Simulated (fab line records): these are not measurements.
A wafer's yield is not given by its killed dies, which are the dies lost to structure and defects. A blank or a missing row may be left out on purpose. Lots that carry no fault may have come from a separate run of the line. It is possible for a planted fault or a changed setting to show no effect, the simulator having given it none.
A lot that was struck, set against a sound lot	flow n5Finfet	14 out of 1938 route steps
Sound: wafers L242.2, L242.4, L242.6. Wafers L247.2, L247.3, L247.4 were the ones struck. At the end, the cause is stated.
At each step with rows: each side's tool, then ch and its chambers, then its first start. Under that, the readings that differ: sound wafers	struck wafers	difference of the means	sigmas: that difference in standard deviations of wafers without a fault.
alike: words and numbers the same on both sides, and readings whose means are apart by under 2 such deviations; not compared: readings that were withheld, readings missing a value for some wafer, numbers with overlapping values and no deviation given by the record, and bounds like >300 which may hide the same value.
A row with sigmas, a row that says differs or no value, or rows on one side alone: a step with any of these is where the two part. Numbers that have no deviation but don't overlap get no sigmas and don't part them. Lack of a reading on every wafer of one side parts them only where that side has two or more wafers.

first, 4 steps without rows for these wafers: N5_BEOL_M15_EXPOSE_25 (exposes mask M15, target cd 400 nm); N5_BEOL_M15_PEB_26 (peb time 90 s); N5_BEOL_M15_DEVELOP_27 (develop time 45 s); N5_BEOL_M15_HARDBAKE_32 (time 120 s).
N5_BEOL_M15_CD_MEAS_28: target cd 407.6 nm.
  sound on cdSem-01 ch 0, day 11 22:18; struck on cdSem-03 ch 0, day 14 00:28
  alike: cdNm
N5_BEOL_M15_OVL_MEAS_29:
  sound on overlay-02 ch 0, day 11 22:20; struck on overlay-01 ch 0, day 14 00:30
  alike: M15_OVL
N5_BEOL_M15_INSPECT_30: inspects for defects (macro).
  sound on defectInspect-01 at day 11 22:21; struck on defectInspect-01 at day 14 00:31
  alike: rawDefectCount
N5_BEOL_M15_DESCUM_33: chemistry O2, time 7.9 s.
  sound on rieDiel-04 ch 0,3, day 11 23:02; struck on rieDiel-04 ch 0,1,3, day 14 00:34
  alike: chamberPressureMTorr, drypumpMotorCurrentA, oesProductAu, rfVppV, showerheadPlenumPTorr, throttleValvePct
  not compared: rfHoursCounterH
N5_BEOL_M15_ETCH_61: etches BARC in N2/H2, target depth 89 nm, overetch 26.7 nm, time 67.9 s.
  sound on rieDiel-04 ch 0,3, day 11 23:06; struck on rieDiel-04 ch 0,1,3, day 14 00:35
  alike: chamberPressureMTorr, drypumpMotorCurrentA, oesProductAu, rfVppV, showerheadPlenumPTorr, throttleValvePct
  not compared: rfHoursCounterH
N5_BEOL_M15_TRENCH_ETCH_34: etches SiO2 in C4F8/O2/Ar, target depth 872.93 nm, time 199 s.
  sound on rieDiel-04 ch 0,3, day 11 23:10; struck on rieDiel-04 ch 0,1,3, day 14 00:38
  alike: chamberPressureMTorr, drypumpMotorCurrentA, oesProductAu, rfVppV, showerheadPlenumPTorr, throttleValvePct
  not compared: rfHoursCounterH
N5_BEOL_M15_STRIP_36: strips in O2.
  sound on rieDiel-05 ch 0,1,3, day 12 02:05; struck on rieDiel-02 ch 0,2,3, day 14 06:13
  alike: chamberPressureMTorr, drypumpMotorCurrentA, oesProductAu, rfVppV, showerheadPlenumPTorr, throttleValvePct
  not compared: rfHoursCounterH
N5_BEOL_M15_STRIP_62: strips in O2.
  sound on rieDiel-05 ch 0,1,3, day 12 02:07; struck on rieDiel-02 ch 0,2,3, day 14 06:15
  no value came back on the struck wafers for any of 7 readings (biasPowerW (W), chamberPressureMTorr (mTorr) and others); on the sound wafers biasPowerW (W) reads 0 0 0
reading	sound	struck	difference	sigmas
model.BARC_of_BEOL_M15_COAT_60.thkNm (nm)	0 0 0	89.2 89 89.6	+89.3	
  not compared: rfHoursCounterH
N5_BEOL_M15_STRIP_37: strips in O2.
  sound on rieDiel-05 ch 0,1,3; struck on rieDiel-02 ch 0,2,3
  alike: chamberPressureMTorr, drypumpMotorCurrentA, oesProductAu, rfVppV, showerheadPlenumPTorr, throttleValvePct
  not compared: rfHoursCounterH
next, for these wafers, 1 step has no rows: N5_PASSIVATION_PROBE_49.

== WHERE THEY PART ==
Only at N5_BEOL_M15_STRIP_62, within this record. Later steps at which nothing parts them and some readings are alike: N5_BEOL_M15_STRIP_37.

WHY: the cause the simulator had injected
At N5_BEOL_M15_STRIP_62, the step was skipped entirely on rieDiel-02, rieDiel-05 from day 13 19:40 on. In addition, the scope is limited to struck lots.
